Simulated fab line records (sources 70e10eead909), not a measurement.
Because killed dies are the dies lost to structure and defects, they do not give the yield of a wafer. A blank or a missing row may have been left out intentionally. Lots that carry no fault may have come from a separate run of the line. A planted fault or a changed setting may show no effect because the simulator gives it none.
fab line records	flow nand-harc
record lots=11	wafers=33	last-day=25
route steps=1159 shown P_ZERO_WELL@16 P_STI@89 P_GATE@145 END@1159
lots that met no fault: from a run of the same line without faults
start-h: hours from the record's first day to the start of the lot's first wafer shown	wait-h: how many hours have passed since the lot's step before this one	" repeats the value in the row above	L1.1+2: a single row standing in for several wafers	- no value, or no start was given	* or withheld: withheld	< > ~ a bound
route shown NAME@n: names a module that has steps shown in the file, with the first one's number in the route	usual: mean/standard deviation of fault-free wafers	same: alike in all rows	chamber/n: place in a boat	sites: readings site by site	_std_site: standard deviation of those values	_edge_site: outer sites' mean less inner sites'	radius-mm: how far each site lies from the wafer's centre	mask NAME#n: copy n	behind: tool/chamber where the wafer was last shaped	hold: reason for holding the lot/hours on hold/outcome of the hold	device: transistor that didn't switch, given as n, p or np	end of line: the route-end tests of the same wafers	a step without rows: its recipe alone	killed: dies lost to structure and defects at the first sort, not the wafer's yield	map: the dies of a wafer, with x for killed, . for not killed, _ for no die there
set.NAME: the setting the step ran with; set.NAME@STEP: the setting that earlier step ran with	model.NAME: the simulator's own value behind a step, which no gauge read
one table for each step of the route and one row for each wafer, over a sample of lots
services: from which hour (start-h, from the record's first day; less than 0 if before it) a tool's chamber was out of use, for how many hours, and why
## steps
# step NHARC_P_ZERO_WELL_DESCUM_13
# recipe time-s=3	o2-flow-sccm=200	ar-flow-sccm=0	bias-power-w=0	chemistry=O2
# usual drypump-motor-current-A=5.9/0.48	mfc-ar-sccm=0.009/0.012	oes-product-au=1.003/0.014	rf-vpp-V=57.7/0.9	showerhead-plenum-p-Torr=1.91/0.081	throttle-valve-pct=11.312/0.0084
lot.wafer	tool	chamber	start-h	wait-h	drypump-motor-current-A	mfc-ar-sccm	oes-product-au	rf-hours-counter-h	rf-vpp-V	showerhead-plenum-p-Torr	throttle-valve-pct
L453.3	rie-diel-13	2	19.27	-	6.0	0.027	1.030	3	58.0	1.78	11.323
L453.2	"	3	"	"	5.9	0	1.009	3	58.3	1.96	11.314
L453.5	"	3	"	"	5.9	0	1.009	-	58.1	1.96	11.298
L457.4	rie-diel-04	0	43.40	-	6.1	0	0.997	8	58.5	1.98	11.316
L457.3	"	1	"	"	5.7	0.008	0.993	8	59.5	2.06	11.321
L457.2	"	2	"	"	6.0	0	0.989	6	57.8	1.84	11.309
L459.3	rie-diel-05	2	55.41	-	5.5	0	1.009	5	57.3	1.91	11.301
L459.1	"	3	"	"	5.2	0	1.017	4	58.4	1.81	11.313
L459.5	"	2	"	"	5.5	0	0.996	-	58.1	1.91	11.309
L460.1	rie-diel-05	0	61.27	-	6.3	0.030	0.986	5	58.8	1.90	11.304
L460.3	"	3	"	"	5.2	0	1.019	5	57.8	1.81	11.305
L460.5	"	0	"	"	6.3	0.030	0.992	-	56.9	1.90	11.311
L462.4	rie-diel-04	2	73.44	-	6.1	0	0.988	7	58.6	1.84	11.312
L462.3	"	0	"	"	6.1	0	0.984	10	56.6	1.98	11.318
L462.6	"	1	"	"	5.7	0.008	0.983	-	58.4	2.06	11.319
L466.2	rie-diel-05	2	97.41	-	5.5	0	0.996	8	57.3	1.91	11.300
L466.4	"	3	"	"	5.2	0	1.017	8	58.6	1.81	11.318
L466.5	"	3	"	"	5.2	0	1.029	-	56.6	1.81	11.319
L467.3	rie-diel-05	3	103.41	-	5.2	0	1.025	9	57.1	1.81	11.318
L467.1	"	2	"	"	5.5	0	1.008	8	56.2	1.91	11.304
L467.6	"	0	"	"	6.3	0.030	0.998	-	57.8	1.90	11.323
L469.3	rie-diel-05	1	115.28	-	6.6	0.019	0.984	7	58.2	1.91	11.330
L469.1	"	3	"	"	5.2	0	1.032	10	56.9	1.81	11.316
L469.6	"	1	"	"	6.7	0.019	0.991	-	56.8	1.91	11.319
L472.1	rie-diel-04	1	133.28	-	5.7	0.008	0.993	2	58.4	2.05	11.318
L472.2	"	2	"	"	6.0	0	0.994	1	58.3	1.84	11.316
L472.4	"	3	"	"	5.3	0	1.011	1	58.0	2.02	11.296
L474.2	rie-diel-05	2	145.27	-	5.5	0	1.009	11	57.6	1.91	11.319
L474.6	"	2	"	"	5.5	0	1.001	-	55.6	1.91	11.307
L474.5	"	3	"	"	5.2	0	0.996	-	57.8	1.81	11.321
L475.2	rie-diel-05	2	151.27	-	5.6	0	1.005	11	57.3	1.91	11.306
L475.4	"	0	"	"	6.4	0.030	0.998	11	58.3	1.90	11.305
L475.5	"	3	"	"	5.2	0	1.006	-	57.2	1.81	11.312
# step NHARC_P_STI_ETCH_31
# recipe target-depth-a=1089	time-s=54.5	cf4-flow-sccm=100	chf3-flow-sccm=30	ar-flow-sccm=0	rf-w=500	bias-w=200	chemistry=CF4/CHF3
# usual drypump-motor-current-A=5.6/0.43	mfc-ar-sccm=0.016/0.012	oes-product-au=0.966/0.021	rf-vpp-V=371.1/2	run-length-s=75.7/0.46	showerhead-plenum-p-Torr=1.59/0.059	throttle-valve-pct=16.801/0.0095
lot.wafer	tool	chamber	start-h	wait-h	drypump-motor-current-A	mfc-ar-sccm	oes-product-au	rf-hours-counter-h	rf-vpp-V	run-length-s	showerhead-plenum-p-Torr	throttle-valve-pct
L453.2	rie-diel-11	1	43.18	-	5.4	0.024	0.955	1.4	369.4	75.4	1.50	16.799
L453.3	"	2	"	"	6.5	0.008	0.958	0.8	370.2	76.0	1.55	16.813
L453.5	"	2	"	"	6.6	0.008	0.949	-	370.0	75.7	1.55	16.796
L457.4	rie-diel-12	3	62.52	-	5.6	0	0.951	0.5	372.1	75.8	1.64	16.807
L457.2	"	1	"	"	6.1	0.038	0.948	0.6	374.2	75.9	1.69	16.806
L457.3	"	2	"	"	5.7	0.032	0.948	0.5	368.0	75.6	1.50	16.813
L459.1	rie-diel-12	0	77.40	-	5.0	0	0.986	0.8	370.7	75.8	1.59	16.792
L459.3	"	1	"	"	6.1	0.038	0.982	0.9	375.9	76.0	1.69	16.803
L459.5	"	1	"	"	6.0	0.038	0.977	-	372.7	76.5	1.69	16.792
L460.3	rie-diel-11	0	83.92	-	5.4	0.020	0.970	3.8	368.5	75.4	1.56	16.799
L460.1	"	2	"	"	6.5	0.008	0.950	3.4	370.2	76.4	1.55	16.797
L460.5	"	3	"	"	5.8	0.019	0.975	-	370.8	76.7	1.56	16.804
L462.3	rie-diel-12	2	92.11	-	5.6	0.032	0.967	1.1	368.2	75.9	1.50	16.777
L462.4	"	3	"	"	5.6	0	0.978	1.0	372.8	75.7	1.64	16.802
L462.6	"	0	"	"	5.0	0	0.968	-	371.5	75.7	1.59	16.797
L466.4	rie-diel-06	2	121.26	-	5.4	0.013	0.972	1.7	374.4	75.1	1.69	16.806
L466.2	"	0	"	"	5.0	0.019	0.988	1.6	371.1	76.2	1.59	16.790
L466.5	"	2	"	"	5.4	0.013	0.962	-	373.8	75.4	1.69	16.809
L467.3	rie-diel-12	3	131.59	-	5.6	0	0.989	1.8	372.3	75.8	1.64	16.793
L467.1	"	2	"	"	5.6	0.032	0.969	1.9	368.5	65.8	1.50	16.787
L467.6	"	0	"	"	5.0	0	0.993	-	371.3	66.0	1.59	16.810
L469.3	rie-diel-12	3	138.87	-	5.6	0	0.985	2.1	373.4	76.0	1.64	16.782
L469.1	"	0	"	"	5.0	0	0.983	2.2	371.3	66.3	1.59	16.796
L469.6	"	3	"	"	5.6	0	0.990	-	372.3	66.5	1.64	16.788
L472.4	rie-diel-11	2	159.67	-	6.5	0.008	0.971	8.8	369.8	75.7	1.55	16.791
L472.2	"	3	"	"	5.7	0.019	0.998	9.0	371.0	76.3	1.56	16.800
L472.1	"	0	"	"	5.5	0.020	0.972	8.8	369.9	75.0	1.55	16.805
L474.2	rie-diel-11	3	167.20	-	5.7	0.019	0.979	9.3	370.9	76.2	1.56	16.787
L474.5	"	0	"	"	5.5	0.020	0.969	-	369.9	75.2	1.55	16.807
L474.6	"	1	"	"	5.4	0.024	0.990	-	369.2	74.8	1.50	16.814
L475.2	rie-diel-06	2	173.02	-	5.4	0.013	0.930	3.4	374.5	75.0	1.69	16.798
L475.4	"	3	"	"	6.0	0.022	0.927	3.4	371.1	76.1	1.60	16.812
L475.5	"	1	"	"	5.3	0	0.907	-	373.2	75.2	1.62	16.808
# step NHARC_P_GATE_ETCH_104
# recipe target-depth-a=600	time-s=withheld	cf4-flow-sccm=100	chf3-flow-sccm=30	ar-flow-sccm=0	rf-w=500	bias-w=200	chemistry=CF4/CHF3
# usual drypump-motor-current-A=5.8/0.42	mfc-ar-sccm=0.004/0.0059	oes-product-au=0.951/0.021	rf-vpp-V=371.4/2.4	showerhead-plenum-p-Torr=1.60/0.067	throttle-valve-pct=16.803/0.0091
lot.wafer	tool	chamber	start-h	wait-h	drypump-motor-current-A	mfc-ar-sccm	oes-product-au	rf-vpp-V	showerhead-plenum-p-Torr	throttle-valve-pct
L453.3	rie-diel-09	2	97.27	0.1	5.8	0	0.938	374.5	1.70	16.793
L453.2	"	1	"	"	5.8	0.012	0.946	369.9	1.60	16.798
L453.5	"	3	"	"	5.1	0	0.964	372.9	1.67	16.792
L457.2	rie-diel-10	1	112.49	0.1	5.8	0.002	0.947	371.0	1.61	16.797
L457.4	"	2	"	"	6.6	0	0.955	365.8	1.47	16.813
L457.3	"	0	"	"	6.0	0	0.941	371.1	1.57	16.811
L459.3	rie-diel-09	3	131.55	0.1	5.1	0	0.978	374.5	1.67	16.805
L459.1	"	0	"	"	5.9	0.008	0.962	371.8	1.62	16.785
L459.5	"	0	"	"	5.9	0.008	0.965	372.9	1.62	16.824
L460.1	rie-diel-07	3	139.09	0.1	6.0	0	0.984	371.7	1.59	16.795
L460.3	"	0	"	"	6.3	0	0.961	372.0	1.65	16.802
L460.5	"	3	"	"	6.0	0	0.978	370.8	1.59	16.809
L462.4	rie-diel-09	1	149.61	0.1	5.7	0.012	0.958	372.9	1.60	16.800
L462.3	"	3	"	"	5.1	0	0.996	375.9	1.66	16.810
L462.6	"	0	"	"	5.9	0.008	0.978	373.7	1.62	16.794
L466.2	rie-diel-07	1	181.81	0.1	6.2	0	0.924	369.8	1.55	16.804
L466.4	"	0	"	"	6.3	0	0.913	372.4	1.64	16.804
L466.5	"	1	"	"	6.2	0	0.932	370.7	1.55	16.779
L467.1	rie-diel-09	0	188.93	0.1	6.0	0.008	0.979	371.0	1.62	16.818
L467.3	"	1	"	"	5.7	0.012	0.958	371.9	1.60	16.794
L467.6	"	0	"	"	5.9	0.008	0.979	373.4	1.62	16.805
L469.3	rie-diel-10	0	194.03	0.4	6.0	0	0.953	370.0	1.56	16.798
L469.1	"	1	"	"	5.8	0.002	0.945	371.0	1.60	16.814
L469.6	"	3	"	"	5.0	0.020	0.943	373.6	1.70	16.805
L472.2	rie-diel-09	2	209.19	0.6	5.7	0	0.914	373.8	1.69	16.812
L472.1	"	0	"	"	5.9	0.008	0.928	370.2	1.62	16.800
L472.4	"	1	"	"	5.8	0.012	0.915	372.3	1.59	16.806
L474.2	rie-diel-07	0	218.98	0.1	6.3	0	0.907	373.0	1.64	16.803
L474.6	"	0	"	"	6.3	0	0.897	373.2	1.64	16.800
L474.5	"	1	"	"	6.2	0	0.931	370.7	1.55	16.806
L475.4	rie-diel-10	1	222.31	0.1	5.7	0.002	0.973	370.0	1.60	16.800
L475.2	"	2	"	"	6.6	0	0.952	374.6	1.70	16.782
L475.5	"	3	"	"	5.0	0.020	0.948	375.0	1.70	16.807
# step NHARC_P_GATE_STRIP_108
# recipe o2-flow-sccm=500	ar-flow-sccm=0	bias-w=0	chemistry=O2
# usual drypump-motor-current-A=5.9/0.41	mfc-ar-sccm=0.003/0.0052	oes-product-au=0.998/0.011	rf-vpp-V=57.9/0.96	showerhead-plenum-p-Torr=3.57/0.14	throttle-valve-pct=17.037/0.0089
lot.wafer	tool	chamber	start-h	wait-h	drypump-motor-current-A	mfc-ar-sccm	oes-product-au	rf-hours-counter-h	rf-vpp-V	showerhead-plenum-p-Torr	throttle-valve-pct
L453.2	rie-diel-07	2	97.92	-	5.5	0.008	1.022	7	57.7	3.36	17.038
L453.3	"	1	"	"	6.2	0	0.998	7	58.2	3.49	17.030
L453.5	"	3	"	"	6.0	0	1.020	-	58.7	3.58	17.026
L457.2	rie-diel-10	2	113.19	-	6.6	0	0.992	36	56.8	3.30	17.055
L457.4	"	3	"	"	5.0	0.020	0.983	34	56.1	3.29	17.034
L457.3	"	0	"	"	6.1	0	0.991	34	57.2	3.52	17.036
L459.1	rie-diel-07	1	132.15	-	6.2	0	1.001	14	56.8	3.48	17.040
L459.3	"	2	"	"	5.5	0.008	1.004	14	56.6	3.35	17.034
L459.5	"	3	"	"	6.0	0	1.003	-	57.5	3.57	17.050
L460.1	rie-diel-07	3	139.74	-	6.0	0	1.003	15	58.3	3.57	17.048
L460.3	"	2	"	"	5.5	0.008	1.009	15	56.0	3.35	17.034
L460.5	"	0	"	"	6.3	0	0.972	-	57.3	3.69	17.036
L462.4	rie-diel-07	2	150.15	-	5.6	0.008	0.993	18	57.7	3.35	17.040
L462.3	"	3	"	"	6.0	0	0.991	18	58.1	3.57	17.039
L462.6	"	2	"	"	5.6	0.008	0.999	-	58.5	3.35	17.033
L466.2	rie-diel-09	3	182.48	-	5.1	0	1.013	30	56.9	3.72	17.035
L466.4	"	1	"	"	5.8	0.012	0.986	31	58.6	3.58	17.015
L466.5	"	0	"	"	6.0	0.008	0.993	-	56.8	3.63	17.033
L467.3	rie-diel-07	0	189.50	-	6.3	0	0.992	24	59.2	3.68	17.045
L467.1	"	2	"	"	5.5	0.008	0.998	25	57.4	3.35	17.040
L467.6	"	0	"	"	6.3	0	0.970	-	59.0	3.68	17.032
L469.1	rie-diel-07	1	194.72	-	6.2	0	0.995	26	58.1	3.48	17.051
L469.3	"	2	"	"	5.5	0.008	1.007	26	59.0	3.35	17.030
L469.6	"	1	"	"	6.2	0	0.998	-	58.5	3.48	17.049
L472.2	rie-diel-09	1	209.85	-	5.8	0.012	0.994	40	58.7	3.57	17.023
L472.4	"	2	"	"	5.8	0	0.999	43	57.7	3.78	17.037
L472.1	"	3	"	"	5.1	0	1.013	40	59.9	3.72	17.052
L474.2	rie-diel-09	0	219.66	-	6.0	0.008	1.000	47	57.2	3.62	17.032
L474.5	"	0	"	"	6.0	0.008	0.996	-	58.1	3.62	17.034
L474.6	"	1	"	"	5.7	0.012	1.001	-	57.3	3.57	17.024
L475.4	rie-diel-09	1	222.87	-	5.8	0.012	0.980	46	58.1	3.57	17.035
L475.2	"	0	"	"	6.0	0.008	0.994	50	58.9	3.62	17.047
L475.5	"	2	"	"	5.8	0	0.999	-	58.8	3.78	17.031
# step NHARC_END_SORT_01
# recipe temp-c=25
# usual killed-at-array=30/10	killed-at-other=0.5/0.82	killed-at-periphery=2.9/2	killed-dies=34/11	killed-open=3.2/1.8	killed-short=2.0/1.4
# same gross-dies=677
lot.wafer	tool	chamber	start-h	wait-h	killed-at-array	killed-at-other	killed-at-periphery	killed-dies	killed-open	killed-short
L467.1	prober-02	0	551.89	2.5	42	0	25	67	8	1
L467.3	prober-02	0	553.48	3.1	34	0	3	37	2	4
L467.6	prober-02	0	555.87	4.0	25	1	20	46	3	2
L469.1	prober-02	0	567.52	2.5	37	0	55	92	5	3
L469.3	prober-02	0	569.11	3.1	36	0	4	40	2	2
L469.6	prober-02	0	571.51	4.0	40	1	19	60	6	2
# killed by level:class
L467.1 P_STI:area-etch=22 A_SLIT:chamber-film-flake=14 A_CHANNEL_HOLE_D1:chamber-film-flake=12 A_CONTACT:chamber-film-flake=3 A_BLC:chamber-film-flake=3 A_ONON_D1:geometric-particle:open=2 P_M2:geometric-particle:open=1 A_SOURCE_PLATE:geometric-particle:open=1
L467.3 A_SLIT:chamber-film-flake=15 A_CHANNEL_HOLE_D1:chamber-film-flake=5 A_CONTACT:chamber-film-flake=4 A_BLC:chamber-film-flake=4 A_WL_FILL:geometric-particle:short=2 P_M0:geometric-particle:short=1 A_ONON_D1:geometric-particle:short=1 A_CONTACT:geometric-particle:open=1
L467.6 P_STI:area-etch=16 A_SLIT:chamber-film-flake=14 A_CHANNEL_HOLE_D1:chamber-film-flake=4 A_STAIRCASE:chamber-film-flake=3 P_CONTACT:geometric-particle:open=1 P_M0:geometric-particle:short=1 A_SOURCE_PLATE:geometric-particle:open=1 A_CHANNEL_FILL_D1:geometric-particle:short=1
L469.1 P_STI:area-etch=49 A_CHANNEL_HOLE_D1:chamber-film-flake=15 A_SLIT:chamber-film-flake=11 A_STAIRCASE:chamber-film-flake=3 P_GATE:geometric-particle:open=2 A_CHANNEL_FILL_D1:geometric-particle:short=2 A_WL_FILL:geometric-particle:open=2 P_STI:chamber-film-flake=2
L469.3 A_CHANNEL_HOLE_D1:chamber-film-flake=15 A_SLIT:chamber-film-flake=14 P_GATE:chamber-film-flake=2 A_STAIRCASE:chamber-film-flake=2 A_CONTACT:chamber-film-flake=2 P_CONTACT:geometric-particle:short=1 A_SOURCE_PLATE:geometric-particle:short=1 A_CHANNEL_FILL_D1:geometric-particle:open=1
L469.6 P_STI:area-etch=17 A_CHANNEL_HOLE_D1:chamber-film-flake=15 A_SLIT:chamber-film-flake=15 A_CONTACT:chamber-film-flake=4 P_CONTACT:geometric-particle:open=2 A_CHANNEL_FILL_D1:geometric-particle:open=2 A_CONTACT:geometric-particle:open=2 A_ONON_D1:geometric-particle:short=1
## services
tool	chamber	start-h	hours	kind
rie-diel-12	3	-2.30	21.1	repair
rie-diel-10	-	-0.36	9.0	pm
rie-diel-11	2	0.96	3.2	repair
rie-diel-05	3	6.48	1.6	repair
rie-diel-11	0	8.63	9.8	repair
rie-diel-07	1	11.98	15.4	repair
rie-diel-11	-	12.50	9.0	pm
rie-diel-09	0	15.03	9.7	repair
rie-diel-07	0	20.41	3.5	repair
rie-diel-12	0	20.85	9.5	repair
rie-diel-12	-	25.40	9.0	pm
rie-diel-11	2	32.93	5.1	repair
rie-diel-07	2	33.05	5.4	repair
rie-diel-10	3	40.27	5.0	repair
rie-diel-07	-	51.20	9.0	pm
rie-diel-10	0	64.00	4.0	repair
rie-diel-05	1	68.26	2.9	repair
rie-diel-09	-	77.35	9.0	pm
rie-diel-05	1	89.00	6.6	repair
rie-diel-09	1	129.76	1.8	repair
rie-diel-09	3	138.71	9.6	repair
rie-diel-05	-	163.62	9.0	pm
rie-diel-12	1	201.70	4.7	repair
rie-diel-12	-	202.40	9.0	pm
## key
first-sign step=NHARC_P_STI_ETCH_31	reading=run-length-s	direction=down	sigmas=21	usual=*	struck=*
effect step=NHARC_END_SORT_01	reading=killed-at-periphery	direction=up	sigmas=13	usual=2.9	struck=29.8
more-kills-born-at NHARC_P_STI_ETCH_31@rie-diel-12=104
met-at NHARC_P_STI_ETCH_31
struck-lots L467,L469
struck-wafers L467.1,L467.6,L469.1,L469.6
tester-left-out L467,L469
not-acting-at NHARC_P_ZERO_WELL_DESCUM_13,NHARC_P_GATE_ETCH_104,NHARC_P_GATE_STRIP_108
onset-between 92.11 131.59
fault kind=process-parameter-drift	tool=rie-diel-12	chamber=-	onset-h=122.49	steps=NHARC_P_STI_ETCH_31	channel=time-s	offset=*	shape=step	end-h=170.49	scope=struck-wafers-only	acts-in=*	stated=*
# tester-left-out: of these lots the tester's yield and bins aren't shown, on N5 and GAA mostly nor the transistor test; their killed dies are dies lost to structure and defects alone, not to doping, threshold or leakage, so they don't give the yield
